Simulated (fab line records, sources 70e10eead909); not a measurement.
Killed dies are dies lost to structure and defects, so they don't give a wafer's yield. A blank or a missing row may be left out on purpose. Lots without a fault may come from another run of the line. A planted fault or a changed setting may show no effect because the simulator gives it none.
Chamber matching | flow nand_harc | NHARC_A_CONTACT_DEP_29 on pecvd-02: 3 sister chambers
The step deposits SiON, target thk 70 nm. 3 wafers are shown with their chamber, then 9 later ones without.

WAFERS WITH THEIR CHAMBER
wafer  | chamber | heater_power_w (W)
L829.6 | 0       | 558
L828.2 | 2       | 810
L828.5 | 1       | 906

WAFERS WITHOUT THEIR CHAMBER
wafer  | heater_power_w (W)
L830.2 | 768
L830.3 | 1036
L830.6 | 791
L832.1 | 825
L832.3 | 598
L832.6 | 604
L834.3 | 643
L834.4 | 648
L834.6 | 923

WHICH CHAMBER EACH WENT THROUGH
wafer  | from the rows above     | in truth
L830.2 | can't be placed: 2 or 1 | 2
L830.3 | can't be placed: 1 or 2 | 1
L830.6 | can't be placed: 2 or 1 | 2
L832.1 | can't be placed: 2 or 1 | 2
L832.3 | 0                       | 0
L832.6 | 0                       | 0
L834.3 | can't be placed: 0 or 2 | 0
L834.4 | can't be placed: 0 or 2 | 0
L834.6 | can't be placed: 1 or 2 | 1
Placed correctly: 2 of 9. Can't be placed from these rows: 7 (the true chamber is among the candidates in 7). Placed wrongly: 0.
How it was worked out, from the rows above alone: a wafer's distance from a chamber is the root of the sum, over the readings, of the square of ((its reading less the chamber's mean) divided by the reading's scatter). The wafer belongs to the nearest chamber; if the next one is less than 2 further off, it can't be placed. A chamber's mean is the mean of its shown wafers. The scatter: with one shown wafer a chamber, the root of the mean of the squares of how far each hidden wafer lies from its nearest shown one.
